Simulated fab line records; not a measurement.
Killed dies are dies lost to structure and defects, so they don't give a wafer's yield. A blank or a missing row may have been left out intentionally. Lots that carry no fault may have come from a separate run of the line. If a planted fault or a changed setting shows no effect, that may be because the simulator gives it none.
Matching of chambers	flow n5_finfet	3 sister chambers for N5_BEOL_M9_PECVD_70 on pecvd-04
The step deposits SiO2 from TEOS/O2, target thk 20 nm, time 22.7 s. 6 wafers are shown with their chamber, then 7 later ones without.

WAFERS, EACH WITH ITS CHAMBER
wafer	chamber	showerhead_plenum_p_Torr (Torr)	throttle_valve_pct (%)
L505.5	2	8.74	23.0
L506.2	2	8.75	22.9
L506.6	0	8.77	23.0
L507.2	0	8.75	23.0
L513.2	1	8.84	22.2
L513.5	1	8.83	22.4

WAFERS MISSING THEIR CHAMBER
wafer	showerhead_plenum_p_Torr (Torr)	throttle_valve_pct (%)
L513.6	8.74	23.1
L512.1	8.74	22.8
L512.3	8.74	23.1
L512.5	8.75	23.3
L519.2	8.74	23.3
L519.4	8.73	23.2
L519.6	8.74	23.4

CHAMBER TAKEN BY EACH
wafer	from the rows above	in truth
L513.6	can't be placed: 2 or 0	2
L512.1	can't be placed: 2 or 0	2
L512.3	can't be placed: 2 or 0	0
L512.5	can't be placed: 0 or 2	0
L519.2	can't be placed: 0 or 2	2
L519.4	can't be placed: 2 or 0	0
L519.6	can't be placed: 0 or 2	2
0 of 7 placed correctly. These rows do not allow placing 7 (true chamber among the candidates in 7). 0 placed wrongly.
How it was worked out, from the rows above alone: a wafer's distance from a chamber is the root of the sum, over the readings, of the square of ((its reading less the chamber's mean) divided by the reading's scatter). If the next closest chamber is less than 2 further off than the closest, the wafer can't be placed; otherwise it belongs to the closest. The mean given for a chamber averages the wafers shown for that chamber. The scatter: take each reading less its chamber's mean, square it, sum over the shown wafers, divide by the number of wafers less the number of chambers, and take the root.
